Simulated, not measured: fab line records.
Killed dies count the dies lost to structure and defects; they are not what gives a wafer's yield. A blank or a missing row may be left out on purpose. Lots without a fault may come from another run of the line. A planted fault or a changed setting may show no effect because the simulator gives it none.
Which tool is to blame? :: flow nandHarc :: Sampling: 6 lots, 18 wafers, 4 of 1302 route steps

WHAT THE GAUGES SHOWED, per wafer
NHARC_A_ONON_D2_THK_MEAS_05: measures by ellipsometry.
lot: L270
measured: day 12 13:16
on: filmMetro-02
thkNm (nm): 1008 1008 1010

lot: L278
measured: day 16 05:28
on: filmMetro-02
thkNm (nm): 1007 580 580

lot: L284
measured: day 18 05:43
on: filmMetro-01
thkNm (nm): 1000 1000 1000

lot: L288
measured: day 20 07:24
on: filmMetro-01
thkNm (nm): 1000 998 1000

lot: L290
measured: day 20 22:08
on: filmMetro-02
thkNm (nm): 1001 1001 1004

lot: L291
measured: day 21 07:20
on: filmMetro-01
thkNm (nm): 1010 1007 1008

TOOL THAT RAN EACH LOT (tool first, then ch and the chambers of the sampled wafers, then the start)
lot: L270
NHARC_A_CHANNEL_FILL_D1_ETCHBACK_08: rieDiel-02 ch 0,3, day 11 02:42 or earlier
NHARC_A_DECK1_JOINT_ETCHBACK_07: rieSi-03 ch 0,2,3, day 11 02:42
NHARC_A_ONON_D2_DEP_03: pecvdOnon-02 ch 0, day 12 12:48

lot: L278
NHARC_A_CHANNEL_FILL_D1_ETCHBACK_08: rieDiel-03 ch 1,2,3, day 14 15:03 or earlier
NHARC_A_DECK1_JOINT_ETCHBACK_07: rieSi-03 ch 0,1,2, day 14 15:03
NHARC_A_ONON_D2_DEP_03: pecvdOnon-04 ch 0, day 16 04:58

lot: L284
NHARC_A_CHANNEL_FILL_D1_ETCHBACK_08: rieDiel-13 ch 0,2,3, day 16 16:32 or earlier
NHARC_A_DECK1_JOINT_ETCHBACK_07: rieSi-02 ch 0,2,3, day 16 16:32
NHARC_A_ONON_D2_DEP_03: pecvdOnon-01 ch 0, day 18 05:13

lot: L288
NHARC_A_CHANNEL_FILL_D1_ETCHBACK_08: rieDiel-13 ch 0,2, day 18 19:17 or earlier
NHARC_A_DECK1_JOINT_ETCHBACK_07: rieSi-02 ch 0,2, day 18 19:17
NHARC_A_ONON_D2_DEP_03: pecvdOnon-04 ch 0, day 20 06:53

lot: L290
NHARC_A_CHANNEL_FILL_D1_ETCHBACK_08: rieDiel-02 ch 1,2, day 19 06:38 or earlier
NHARC_A_DECK1_JOINT_ETCHBACK_07: rieSi-03 ch 0,1,3, day 19 06:38
NHARC_A_ONON_D2_DEP_03: pecvdOnon-02 ch 0, day 20 21:41

lot: L291
NHARC_A_CHANNEL_FILL_D1_ETCHBACK_08: rieDiel-03 ch 0,2,3, day 19 21:16 or earlier
NHARC_A_DECK1_JOINT_ETCHBACK_07: rieSi-03 ch 0,2,3, day 19 21:16
NHARC_A_ONON_D2_DEP_03: pecvdOnon-01 ch 0, day 21 06:57
- NHARC_A_CHANNEL_FILL_D1_ETCHBACK_08: etches the open film in C4F8, target depth 220 nm, time 110 s.
- NHARC_A_DECK1_JOINT_ETCHBACK_07: etches the open film in HBr, target depth 105 nm, time 26.9 s.
- NHARC_A_ONON_D2_DEP_03: target thk 1000 nm.

THE ANSWER, worked out from the rows above alone
Rule: usual is defined by the lots themselves. Put in order of their means at a reading, lots are off if they are a third of the lots or fewer, leave a main group of 4 or more, and stand apart from it by a gap of 3 or more times the standard deviation of the main group's means; of several such gaps the widest counts. The tables above print the reading to a certain number of digits; a main group whose means all agree to those digits is not used. Also off: a lot with no number at a reading for which 4 or more lots have one. The other lots that the step has rows for count as sound.
Off: L278 (NHARC_A_ONON_D2_THK_MEAS_05, thkNm). For the main group the mean is 1004 nm and the standard deviation 4.
If a tool, at a process step before that reading, ran all the lots that are off and no sound lot after the first of them, it fits. Gauges at NHARC_A_ONON_D2_THK_MEAS_05: tried the same way as those tools. Because NHARC_A_CHANNEL_FILL_D1_ETCHBACK_08 lacks a start for some lots, the hours and order of its lots are taken from NHARC_A_DECK1_JOINT_ETCHBACK_07. No candidate that was tried fits.

WHAT WAS PUT IN BY THE SIMULATOR
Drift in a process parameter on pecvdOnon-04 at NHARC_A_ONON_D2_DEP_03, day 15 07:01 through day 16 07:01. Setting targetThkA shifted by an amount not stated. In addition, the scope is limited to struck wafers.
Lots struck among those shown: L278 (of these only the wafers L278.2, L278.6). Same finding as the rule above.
